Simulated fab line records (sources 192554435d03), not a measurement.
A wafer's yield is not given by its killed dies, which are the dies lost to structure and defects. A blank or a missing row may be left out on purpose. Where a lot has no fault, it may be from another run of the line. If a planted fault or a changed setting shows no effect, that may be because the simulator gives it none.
Matching of chambers | flow n5_finfet | 4 sister chambers for N5_MIM_TOP_ALD_00 on ald_hk-03
The step deposits Al2O3, purge time 3 s, co reactant pulse time 3 s. 7 wafers are shown with their chamber, then 7 later ones without.

== WAFERS, EACH WITH ITS CHAMBER ==
wafer  | chamber | precursor_pulse_height_rel
L074.1 | 1       | 1.009
L081.2 | 0       | 1.015
L087.4 | 2       | 1.001
L087.5 | 0       | 1.006
L087.6 | 3       | 1.011
L091.1 | 3       | 1.019
L091.2 | 2       | 0.976

== WAFERS WHOSE CHAMBER IS MISSING ==
wafer  | precursor_pulse_height_rel
L091.3 | 0.996
L091.4 | 0.992
L091.5 | 1.008
L091.6 | 1.003
L089.1 | 1.008
L089.5 | 1.020
L089.6 | 1.004

== EACH ONE'S CHAMBER ==
wafer  | from the rows above               | in truth
L091.3 | can't be placed: 2 or 1 or 0 or 3 | 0
L091.4 | can't be placed: 2 or 1 or 0 or 3 | 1
L091.5 | can't be placed: 1 or 0 or 3 or 2 | 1
L091.6 | can't be placed: 1 or 0 or 3 or 2 | 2
L089.1 | can't be placed: 1 or 0 or 3 or 2 | 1
L089.5 | can't be placed: 3 or 0 or 1      | 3
L089.6 | can't be placed: 1 or 0 or 3 or 2 | 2
0 of 7 placed correctly. Unplaceable from these rows: 7, with the true chamber sitting among the candidates in 7. 0 placed wrongly.
How it was worked out, from the rows above alone: a wafer's distance from a chamber is the root of the sum, over the readings, of the square of ((its reading less the chamber's mean) divided by the reading's scatter). The wafer belongs to the nearest chamber; if the next one is less than 2 further off, it can't be placed. Each chamber's mean is taken over the wafers shown for it. The scatter is the square root of a quotient: the sum, over the shown wafers, of each reading's squared deviation from its chamber's mean, divided by wafers minus chambers.
